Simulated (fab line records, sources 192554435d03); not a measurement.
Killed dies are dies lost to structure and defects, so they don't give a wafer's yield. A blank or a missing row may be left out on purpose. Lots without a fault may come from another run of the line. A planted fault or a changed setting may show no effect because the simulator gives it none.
One fault seen from 3 desks | flow n5_finfet | each desk has only its own numbers; what lay behind them comes last

THE TOOL OWNER'S DESK: rie_diel-06
The tool's own readings at N5_SD_EPI_P_ETCH_37 (etches SOC in N2/H2, overetch 108 nm, time 486 s): means of the sampled wafers that have a number, for each lot that ran on this tool. A lot is out of limits, marked OUT, if its mean lies more than 4 standard deviations from the usual mean; the brackets give that distance.
Columns: A = drypump_motor_current_A at N5_SD_EPI_P_ETCH_37, usual 5.8 A; B = h2_flow_sccm at N5_SD_EPI_P_ETCH_37, usual 200.1 sccm; C = oes_product_au at N5_SD_EPI_P_ETCH_37, usual 0.68 a.u.; D = rf_vpp_V at N5_SD_EPI_P_ETCH_37, usual 240.6 V; E = showerhead_plenum_p_Torr at N5_SD_EPI_P_ETCH_37, usual 2.54 Torr; F = throttle_valve_pct at N5_SD_EPI_P_ETCH_37, usual 23.9 %
lot  | first seen here | A   | B     | C    | D     | E    | F
L612 | day 3 12:50     | 5.8 | 200.0 | 0.65 | 241.3 | 2.57 | 24.1
L616 | day 4 12:19     | 5.8 | 199.2 | 0.68 | 240.8 | 2.51 | 24.2
L627 | day 7 08:36     | 5.6 | 200.5 | 0.67 | 240.7 | 2.51 | 24.3
L629 | day 7 18:23     | 5.8 | 200.3 | 0.66 | 240.3 | 2.50 | 24.2
This desk's finding: nothing out of limits on any of the 4 lots.

THE METROLOGY DESK
What the gauges read, lot by lot, whatever tool the lot ran on: means of the sampled wafers that have a number. A lot is out of limits, marked OUT, if its mean lies more than 4 standard deviations from the usual mean; the brackets give that distance. Of its 10 readings 7 are shown: those that lie furthest out on some lot.
Columns: A = IOFF_N at N5_BEOL_M4_RC_MEAS_101, usual 0.152 nA/um; B = IOFF_P at N5_BEOL_M4_RC_MEAS_101, usual 0.204 nA/um; C = ION_N at N5_BEOL_M4_RC_MEAS_101, usual 672 uA/um; D = SS_N at N5_BEOL_M4_RC_MEAS_101, usual 71.5 mV/dec; E = SS_P at N5_BEOL_M4_RC_MEAS_101, usual 73.1 mV/dec; F = VT_N at N5_BEOL_M4_RC_MEAS_101, usual 250.0 mV; G = VT_P at N5_BEOL_M4_RC_MEAS_101, usual -250.6 mV
lot  | first seen here | A     | B     | C   | D    | E    | F     | G
L612 | day 9 00:26     | 0.165 | 0.196 | 685 | 72.5 | 73.0 | 250.5 | -253.0
L616 | day 9 15:29     | 0.156 | 0.210 | 673 | 71.5 | 72.7 | 251.1 | -251.8
L620 | day 10 14:46    | 0.155 | 0.184 | 673 | 71.6 | 72.8 | 249.5 | -252.7
L627 | day 12 05:37    | 0.126 | 0.171 | 662 | 71.2 | 72.5 | 253.6 | -255.3
L628 | day 12 10:43    | 0.139 | 0.202 | 666 | 71.3 | 72.9 | 249.8 | -249.8
L629 | day 13 03:52    | 0.177 | 0.249 | 675 | 71.9 | 73.2 | 247.5 | -247.8
L634 | day 13 21:54    | 0.158 | 0.206 | 667 | 71.7 | 72.6 | 249.1 | -249.6
L633 | day 14 04:25    | 0.171 | 0.206 | 677 | 71.4 | 73.5 | 247.2 | -249.6
This desk's finding: nothing out of limits on any of the 8 lots.

THE DEFECT DESK
What the inspections along the route counted, lot by lot: means of the sampled wafers that have a number. A lot is out of limits, marked OUT, if its mean lies more than 4 standard deviations from the usual mean; the brackets give that distance.
Columns: A = raw_defect_count at N5_SD_EPI_P_INSPECT_11, usual 2.2; B = raw_defect_count at N5_SD_EPI_P_INSPECT_26, usual 161; C = raw_defect_count at N5_SD_ACTIVATION_INSPECT_02, usual 161
lot  | first seen here | A   | B              | C
L612 | day 3 12:40     | 3.0 | 138            | 133
L616 | day 4 11:46     | 2.0 | 158            | 169
L620 | day 5 11:34     | 3.7 | 147            | 165
L627 | day 7 08:05     | 2.0 | 445 (+9.8) OUT | 464 (+11) OUT
L628 | day 7 10:54     | 2.3 | 118            | 110
L629 | day 7 18:16     | 1.7 | 422 (+9.0) OUT | 429 (+9.6) OUT
L634 | day 8 22:23     | 2.0 | 157            | 160
L633 | day 9 02:14     | 2.0 | 179            | 165
This desk's finding: out of limits on L627, L629; first on L627, day 7 13:04 (raw_defect_count at N5_SD_EPI_P_INSPECT_26). In limits: L612, L616, L620, L628, L634, L633.

PUT TOGETHER
The defect desk could have raised an alarm at day 7 13:04, on L627, L629.
The tool owner's desk saw nothing out of limits.
The metrology desk saw nothing out of limits.
The tool owner's desk has L627, L629 on record, within its limits.
The metrology desk has L627, L629 on record, within its limits.
Of the lots named, all ran N5_SD_EPI_P_ETCH_37 on rie_diel-06.

WHAT THE SIMULATOR HAD PUT IN
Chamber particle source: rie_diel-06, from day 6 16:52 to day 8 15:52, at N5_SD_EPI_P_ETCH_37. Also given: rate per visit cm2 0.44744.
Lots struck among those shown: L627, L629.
Hours from the fault's start to each desk's first reading out of limits: the defect desk, 20.
